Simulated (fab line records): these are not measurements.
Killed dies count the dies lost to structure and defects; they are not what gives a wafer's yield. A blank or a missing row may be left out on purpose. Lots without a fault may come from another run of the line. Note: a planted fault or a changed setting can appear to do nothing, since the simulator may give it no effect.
What tool caused it? :: flow n5-finfet :: at 1 step of a route of 1938, 9 lots with 26 wafers sampled

== WHAT THE GAUGES SHOWED, per wafer ==
N5_BEOL_M6_OVL_MEAS_12.
lot: L679
measured: day 9 01:43
on: overlay-01
M6_OVL (nm): 1.2 0.7 -0.2

lot: L680
measured: day 9 11:14
on: overlay-01
M6_OVL (nm): 0.6 0.1 0.2

lot: L683
measured: day 10 16:58
on: overlay-02
M6_OVL (nm): 0.3 -0.5 0.4

lot: L688
measured: day 11 09:56
on: overlay-01
M6_OVL (nm): 0.9 0.1 -0.3

lot: L692
measured: day 12 07:51
on: overlay-02
M6_OVL (nm): 0.6 1.0 0.7

lot: L695
measured: day 12 21:38
on: overlay-01
M6_OVL (nm): -0.3 0.5 0.9

lot: L697
measured: day 13 14:21
on: overlay-02
M6_OVL (nm): 1.1 1.1 2.1

lot: L699
measured: day 14 11:05
on: overlay-01
M6_OVL (nm): 0.6 0.6 1.0

lot: L702
measured: day 14 20:55
on: overlay-02
M6_OVL (nm): -0.1 -0.2

== WHICH TOOL RAN EACH LOT (tool, then ch and the chambers of the sampled wafers, then the start) ==
Before these readings, the record contains no process step.

== AS READ BY THE TOOLS THEMSELVES (means over the sampled wafers that have a number; for cases with no such wafer, the mark the record gives instead) ==
The record holds no such reading with a usual standard deviation.

== THE ANSWER, worked out from the rows above alone ==
Rule: the usual values come from the lots themselves. Put in order of their means at a reading, lots are off if they are a third of the lots or fewer, leave a main group of 4 or more, and stand apart from it by a gap of 3 or more times the standard deviation of the main group's means; of several such gaps the widest counts. Not used: any main group whose means are identical at the precision the tables above print for the reading. Also off: a lot with no number at a reading for which 4 or more lots have one. All remaining lots with rows at the step are treated as sound. First the gauges in route order, then the tools' own readings, where a lot's mean is used as printed above. At the first step where some lot is off, the reading lying furthest off is the one used; lots without a number count as furthest.
No lot is off at any reading shown: from this, nothing can be told.

== WHAT THE SIMULATOR HAD INSERTED ==
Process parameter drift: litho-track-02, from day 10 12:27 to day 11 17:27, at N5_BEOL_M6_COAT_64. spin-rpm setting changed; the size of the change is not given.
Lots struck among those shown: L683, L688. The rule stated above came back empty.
